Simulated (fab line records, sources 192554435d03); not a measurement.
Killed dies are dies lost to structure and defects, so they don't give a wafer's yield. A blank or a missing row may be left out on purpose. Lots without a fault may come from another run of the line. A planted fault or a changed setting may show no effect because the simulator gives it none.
Split-lot experiment | flow n5_finfet | 7 lots, 21 wafers read, on a route of 1938 steps

THE SPLIT
At N5_BEOL_M1_COAT_22 (resist thk 30 nm), the setting spin_rpm was moved away from the recipe's 1500 rpm on 6 of the 21 wafers read, by +2.8% to +8.5%. The other wafers ran this setting at the recipe's value.

FROM THE SPLIT TO THE READING: what the file shows between them, 6 steps
- N5_BEOL_M1_EBR_24
- N5_BEOL_M1_SOFTBAKE_23: time 60 s
- N5_BEOL_M1_EXPOSE_25: exposes mask V0, defocus 5 nm, target cd 24 nm
- N5_BEOL_M1_PEB_26: peb time 60 s
- N5_BEOL_M1_DEVELOP_27: develop time 30 s
- N5_BEOL_M1_DESCUM_33: chemistry O2, time 7 s

THE READING
CAR-EUV_of_BEOL_M1_COAT_22.thk_nm (the simulator's own value, which no gauge read), in nm, at N5_BEOL_M1_ETCH_77 (etches underlayer in N2/H2, target depth 6.5 nm, time 5.2 s). The file gives no usual value for it. The 15 wafers here that ran the recipe average 20.2 nm, standard deviation 0.1 nm.

wafer  | tool, chamber at the split | spin_rpm as run, rpm | against the recipe | CAR-EUV_of_BEOL_M1_COAT_22.thk_nm, nm | against lot-mates on the recipe
L078.1 | litho_track-03, 0          | 1500                 | recipe             | 20.2                                  | -
L078.2 | litho_track-03, 0          | 1500                 | recipe             | 20.2                                  | -
L078.3 | litho_track-03, 0          | 1500                 | recipe             | 20.2                                  | -
L081.1 | litho_track-03, 0          | 1542                 | +2.8%              | 20                                    | -0.4
L081.5 | litho_track-03, 0          | 1542                 | +2.8%              | 20                                    | -0.4
L081.4 | litho_track-03, 0          | 1500                 | recipe             | 20.4                                  | -
L082.1 | litho_track-05, 0          | 1500                 | recipe             | 20.2                                  | -
L082.2 | litho_track-05, 0          | 1500                 | recipe             | 20.2                                  | -
L082.3 | litho_track-05, 0          | 1500                 | recipe             | 20.2                                  | -
L083.3 | litho_track-04, 0          | 1628                 | +8.5%              | 19.4                                  | -1.0
L083.4 | litho_track-04, 0          | 1628                 | +8.5%              | 19.4                                  | -1.0
L083.6 | litho_track-04, 0          | 1500                 | recipe             | 20.4                                  | -
L090.1 | litho_track-04, 0          | 1550                 | +3.3%              | 19.8                                  | -0.4
L090.3 | litho_track-04, 0          | 1500                 | recipe             | 20.2                                  | -
L090.6 | litho_track-04, 0          | 1500                 | recipe             | 20.2                                  | -
L093.1 | litho_track-03, 0          | 1500                 | recipe             | 20.2                                  | -
L093.4 | litho_track-03, 0          | 1500                 | recipe             | 20.2                                  | -
L093.6 | litho_track-03, 0          | 1500                 | recipe             | 20                                    | -
L095.2 | litho_track-05, 0          | 1571                 | +4.7%              | 19.6                                  | -0.7
L095.3 | litho_track-05, 0          | 1500                 | recipe             | 20.2                                  | -
L095.5 | litho_track-05, 0          | 1500                 | recipe             | 20.4                                  | -

THE FIT
A straight line over all 21 wafers: CAR-EUV_of_BEOL_M1_COAT_22.thk_nm changes by -0.101 nm for each +1% of spin_rpm; r = -0.94; the points scatter about the line by 0.1 nm.
The same after taking each lot's own level away (the mean of its wafers on the recipe; 21 wafers): -0.122 nm for each +1%; r = -0.98; scatter 0.061 nm.
On that fit, the largest move of spin_rpm shifts the reading by 1 nm.
The lots' own levels span 20.13 to 20.40 nm, that is 2.7 times the standard deviation above.
So the lot-to-lot level changes the slope: the two fits differ.
Check: with one of the wafers moved furthest among these (+8.5%) left out of the fit, the line predicts -1.08 nm for it against its lot-mates. It came out at -1 nm against them.

OTHER SPLITS ON THESE WAFERS
These wafers also went through other splits before the reading. Each is held against what the fit with the lots' levels taken away leaves over:
other split on the same wafers         | wafers away from the commonest value | r with CAR-EUV_of_BEOL_M1_COAT_22.thk_nm (lot level and that fit taken away)
N5_HKMG_FIN_COAT_43 spin_rpm           | 7                                    | -0.12
N5_HKMG_FIN_ETCH_55 time_s             | 8                                    | +0.02
N5_HKMG_FIN_ETCH_32 bias_w             | 6                                    | -0.02
N5_GATE_CUT_ALD_22 ald_cycles          | 7                                    | -0.05
N5_MOL_CONTACT_COAG_COAT_34 spin_rpm   | 10                                   | -0.11
N5_MOL_CONTACT_COAG_ALD_133 ald_cycles | 6                                    | -0.02
N5_BEOL_M0_SAQP_HM_DEP_111 time_s      | 10                                   | -0.06
N5_BEOL_M1_COAT_67 spin_rpm            | 7                                    | -0.11

THE WHOLE CHAIN: every reading that the file lists as answering this split, in the file's order
step                  | what it does                                                | reading                                                                            | change (the file's fit)               | r (the file's)
N5_BEOL_M1_COAT_22    | resist thk 30 nm                                            | CAR-EUV_of_BEOL_M1_COAT_22.thk_nm (the simulator's own value, which no gauge read) | -0.137 nm for each +1% of the setting | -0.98
N5_BEOL_M1_DEVELOP_27 | develop time 30 s                                           | CAR-EUV_of_BEOL_M1_COAT_22.thk_nm (the simulator's own value, which no gauge read) | -0.132 nm for each +1% of the setting | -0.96
N5_BEOL_M1_ETCH_77    | etches underlayer in N2/H2, target depth 6.5 nm, time 5.2 s | CAR-EUV_of_BEOL_M1_COAT_22.thk_nm (the simulator's own value, which no gauge read) | -0.125 nm for each +1% of the setting | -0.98

THE FILE'S OWN FIT
CAR-EUV_of_BEOL_M1_COAT_22.thk_nm changes by -0.125 nm for each +1% of spin_rpm, r = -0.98.
